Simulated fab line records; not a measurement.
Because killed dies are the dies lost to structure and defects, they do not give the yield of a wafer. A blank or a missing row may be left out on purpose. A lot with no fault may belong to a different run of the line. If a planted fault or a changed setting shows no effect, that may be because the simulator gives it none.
Matching of chambers / flow nandHarc / NHARC_P_BONDPAD_DESCUM_11 on rieDiel-10 has 4 sister chambers
The step chemistry O2, time 3 s. 8 wafers are shown with their chamber, then 10 later ones without.

## WAFERS, EACH WITH ITS CHAMBER
wafer=L080.1; chamber=3; drypumpMotorCurrentA (A)=6.7; rfVppV (V)=57.3
wafer=L080.6; chamber=1; drypumpMotorCurrentA (A)=5.0; rfVppV (V)=58.1
wafer=L083.1; chamber=3; drypumpMotorCurrentA (A)=6.7; rfVppV (V)=55.6
wafer=L082.3; chamber=2; drypumpMotorCurrentA (A)=6.2; rfVppV (V)=57.5
wafer=L082.4; chamber=1; drypumpMotorCurrentA (A)=5.0; rfVppV (V)=59.3
wafer=L082.6; chamber=0; drypumpMotorCurrentA (A)=6.1; rfVppV (V)=58.1
wafer=L085.1; chamber=0; drypumpMotorCurrentA (A)=6.2; rfVppV (V)=58.9
wafer=L085.3; chamber=2; drypumpMotorCurrentA (A)=6.2; rfVppV (V)=58.2

## WAFERS WITHOUT THEIR CHAMBER
wafer=L085.4; drypumpMotorCurrentA (A)=5.0; rfVppV (V)=58.7
wafer=L088.2; drypumpMotorCurrentA (A)=6.7; rfVppV (V)=56.1
wafer=L088.3; drypumpMotorCurrentA (A)=6.2; rfVppV (V)=57.8
wafer=L088.6; drypumpMotorCurrentA (A)=6.2; rfVppV (V)=56.6
wafer=L093.1; drypumpMotorCurrentA (A)=6.2; rfVppV (V)=57.7
wafer=L093.4; drypumpMotorCurrentA (A)=5.0; rfVppV (V)=59.9
wafer=L093.5; drypumpMotorCurrentA (A)=6.8; rfVppV (V)=57.2
wafer=L097.1; drypumpMotorCurrentA (A)=5.1; rfVppV (V)=58.6
wafer=L097.4; drypumpMotorCurrentA (A)=6.7; rfVppV (V)=57.8
wafer=L097.5; drypumpMotorCurrentA (A)=6.2; rfVppV (V)=58.4

## WHICH CHAMBER EACH WENT THROUGH
wafer=L085.4; from the rows above=1; in truth=1
wafer=L088.2; from the rows above=3; in truth=3
wafer=L088.3; from the rows above=can't be placed: 2 or 0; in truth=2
wafer=L088.6; from the rows above=can't be placed: 2 or 0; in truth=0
wafer=L093.1; from the rows above=can't be placed: 2 or 0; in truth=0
wafer=L093.4; from the rows above=1; in truth=1
wafer=L093.5; from the rows above=3; in truth=3
wafer=L097.1; from the rows above=1; in truth=1
wafer=L097.4; from the rows above=3; in truth=3
wafer=L097.5; from the rows above=can't be placed: 2 or 0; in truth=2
6 of 10 placed correctly. Can't be placed from these rows: 4 (the true chamber is among the candidates in 4). Number placed wrongly: 0.
How it was worked out, from the rows above alone: a wafer's distance from a chamber is the root of the sum, over the readings, of the square of ((its reading less the chamber's mean) divided by the reading's scatter). If the next closest chamber is less than 2 further off than the closest, the wafer can't be placed; otherwise it belongs to the closest. A chamber's mean is the mean of its shown wafers. The scatter: the root of (the sum of the squares of (reading less its chamber's mean) over the shown wafers, divided by (wafers less chambers)).
